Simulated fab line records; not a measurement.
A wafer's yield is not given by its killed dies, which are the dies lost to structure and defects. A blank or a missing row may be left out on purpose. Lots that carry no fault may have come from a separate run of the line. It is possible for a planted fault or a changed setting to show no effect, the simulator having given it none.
Chamber matching / flow nand harc / NHARC_A_BLC_CMP_25 on cmp-01: 4 sister chambers
The step polishes, t overpolish 30 s, target thk 150 nm. 20 wafers are shown with their chamber, then 10 later ones without.

## WAFERS WITH THEIR CHAMBER
wafer=L078.1; chamber=1; motor current A (A)=11.3; time to endpoint s (s)=29.0; slurry filter dp kPa (kPa)=13.43
wafer=L078.2; chamber=0; motor current A (A)=12.6; time to endpoint s (s)=31.4; slurry filter dp kPa (kPa)=13.64
wafer=L078.5; chamber=3; motor current A (A)=12.5; time to endpoint s (s)=28.8; slurry filter dp kPa (kPa)=13.76
wafer=L076.1; chamber=2; motor current A (A)=11.2; time to endpoint s (s)=31.9; slurry filter dp kPa (kPa)=13.54
wafer=L076.4; chamber=3; motor current A (A)=12.1; time to endpoint s (s)=31.6; slurry filter dp kPa (kPa)=13.36
wafer=L076.6; chamber=3; motor current A (A)=12.5; time to endpoint s (s)=31.5; slurry filter dp kPa (kPa)=13.52
wafer=L077.4; chamber=2; motor current A (A)=11.0; time to endpoint s (s)=32.6; slurry filter dp kPa (kPa)=13.49
wafer=L077.5; chamber=0; motor current A (A)=11.8; time to endpoint s (s)=30.6; slurry filter dp kPa (kPa)=13.48
wafer=L077.6; chamber=1; motor current A (A)=10.4; time to endpoint s (s)=32.1; slurry filter dp kPa (kPa)=13.62
wafer=L079.2; chamber=0; motor current A (A)=12.3; time to endpoint s (s)=33.5; slurry filter dp kPa (kPa)=13.51
wafer=L079.3; chamber=2; motor current A (A)=10.7; time to endpoint s (s)=34.8; slurry filter dp kPa (kPa)=13.81
wafer=L079.6; chamber=1; motor current A (A)=11.1; time to endpoint s (s)=31.3; slurry filter dp kPa (kPa)=13.44
wafer=L081.1; chamber=1; motor current A (A)=11.5; time to endpoint s (s)=29.7; slurry filter dp kPa (kPa)=13.49
wafer=L081.3; chamber=3; motor current A (A)=12.5; time to endpoint s (s)=31.4; slurry filter dp kPa (kPa)=13.60
wafer=L081.5; chamber=2; motor current A (A)=10.8; time to endpoint s (s)=36.3; slurry filter dp kPa (kPa)=13.38
wafer=L084.3; chamber=3; motor current A (A)=12.7; time to endpoint s (s)=31.4; slurry filter dp kPa (kPa)=13.45
wafer=L084.5; chamber=3; motor current A (A)=12.6; time to endpoint s (s)=27.7; slurry filter dp kPa (kPa)=13.47
wafer=L084.6; chamber=0; motor current A (A)=11.4; time to endpoint s (s)=29.7; slurry filter dp kPa (kPa)=13.66
wafer=L083.2; chamber=0; motor current A (A)=11.8; time to endpoint s (s)=31.1; slurry filter dp kPa (kPa)=13.57
wafer=L083.3; chamber=2; motor current A (A)=10.6; time to endpoint s (s)=32.7; slurry filter dp kPa (kPa)=13.34

SIGNATURES (averages over the wafers above)
reading=motor current A; chamber 0=11.980; chamber 1=11.075; chamber 2=10.860; chamber 3=12.483; scatter within a chamber=0.355
reading=time to endpoint s; chamber 0=31.260; chamber 1=30.525; chamber 2=33.660; chamber 3=30.400; scatter within a chamber=1.62
reading=slurry filter dp kPa; chamber 0=13.5720; chamber 1=13.4950; chamber 2=13.5120; chamber 3=13.5267; scatter within a chamber=0.133
Rule: for each reading, subtract the chamber's mean from the wafer's reading, divide by that reading's scatter and square the result; add these up over the readings and take the root, which gives the wafer's distance from the chamber. If the next closest chamber is less than 2 further off than the closest, the wafer can't be placed; otherwise it belongs to the closest. The scatter: the root of (the sum of the squares of (reading less its chamber's mean) over the shown wafers, divided by (wafers less chambers)).

## WAFERS WITHOUT THEIR CHAMBER
wafer=L083.5; motor current A (A)=11.1; time to endpoint s (s)=35.1; slurry filter dp kPa (kPa)=13.39
wafer=L086.1; motor current A (A)=11.6; time to endpoint s (s)=32.6; slurry filter dp kPa (kPa)=13.48
wafer=L086.3; motor current A (A)=12.3; time to endpoint s (s)=30.5; slurry filter dp kPa (kPa)=13.54
wafer=L086.6; motor current A (A)=11.5; time to endpoint s (s)=30.0; slurry filter dp kPa (kPa)=13.27
wafer=L091.2; motor current A (A)=12.6; time to endpoint s (s)=29.3; slurry filter dp kPa (kPa)=13.45
wafer=L091.5; motor current A (A)=12.0; time to endpoint s (s)=30.1; slurry filter dp kPa (kPa)=13.39
wafer=L091.6; motor current A (A)=11.4; time to endpoint s (s)=33.8; slurry filter dp kPa (kPa)=13.29
wafer=L095.3; motor current A (A)=11.5; time to endpoint s (s)=30.7; slurry filter dp kPa (kPa)=13.59
wafer=L095.4; motor current A (A)=11.3; time to endpoint s (s)=30.0; slurry filter dp kPa (kPa)=13.38
wafer=L095.5; motor current A (A)=10.5; time to endpoint s (s)=32.0; slurry filter dp kPa (kPa)=13.30

## EACH ONE'S CHAMBER
wafer=L083.5; from the rows above=can't be placed: 2 or 1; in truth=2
wafer=L086.1; from the rows above=can't be placed: 0 or 1 or 2 or 3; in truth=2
wafer=L086.3; from the rows above=can't be placed: 3 or 0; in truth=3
wafer=L086.6; from the rows above=can't be placed: 1 or 0 or 3 or 2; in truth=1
wafer=L091.2; from the rows above=can't be placed: 3 or 0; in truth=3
wafer=L091.5; from the rows above=can't be placed: 0 or 3 or 1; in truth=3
wafer=L091.6; from the rows above=can't be placed: 2 or 1 or 0 or 3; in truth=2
wafer=L095.3; from the rows above=can't be placed: 1 or 0 or 2 or 3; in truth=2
wafer=L095.4; from the rows above=can't be placed: 1 or 0 or 2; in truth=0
wafer=L095.5; from the rows above=can't be placed: 2 or 1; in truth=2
Correctly placed: 0 of 10. Cannot be placed on the basis of these rows: 10; the candidates contain the true chamber in 10. Number placed wrongly: 0.
